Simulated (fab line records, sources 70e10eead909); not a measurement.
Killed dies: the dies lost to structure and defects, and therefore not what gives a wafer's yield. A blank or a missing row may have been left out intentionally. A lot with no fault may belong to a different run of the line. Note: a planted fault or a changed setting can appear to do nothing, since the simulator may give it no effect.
Matching of chambers ; flow nandHarc ; NHARC_A_M0_ETCH_34 on rieDiel-08: 4 sister chambers
The step etches the open film in N2/H2, target depth 40 nm, overetch 12 nm, time 43.94 s. 4 wafers are shown with their chamber, then 9 later ones without.

== WAFERS WITH THEIR CHAMBER ==
wafer;chamber;drypumpMotorCurrentA (A)
L083.3;1;5.5
L083.4;2;5.5
L088.3;3;6.1
L088.5;0;5.9

== WAFERS MISSING THEIR CHAMBER ==
wafer;drypumpMotorCurrentA (A)
L089.2;5.5
L089.3;6.1
L089.4;5.8
L093.1;5.5
L093.2;5.5
L093.4;5.8
L097.2;5.5
L097.4;5.5
L097.6;6.1

== WHICH CHAMBER EACH ONE RAN IN ==
wafer;from the rows above;in truth
L089.2;can't be placed: 1 or 2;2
L089.3;3;3
L089.4;0;0
L093.1;can't be placed: 1 or 2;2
L093.2;can't be placed: 1 or 2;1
L093.4;0;0
L097.2;can't be placed: 1 or 2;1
L097.4;can't be placed: 1 or 2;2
L097.6;3;3
Correct placement for 4 of the 9. These rows do not allow placing 5 (true chamber among the candidates in 5). Number placed wrongly: 0.
How it was worked out, from the rows above alone: a wafer's distance from a chamber is the root of the sum, over the readings, of the square of ((its reading less the chamber's mean) divided by the reading's scatter). If the next closest chamber is less than 2 further off than the closest, the wafer can't be placed; otherwise it belongs to the closest. Each chamber's mean is taken over the wafers shown for it. The scatter: root of mean squared gap, hidden wafer to nearest shown wafer, with one shown wafer a chamber.
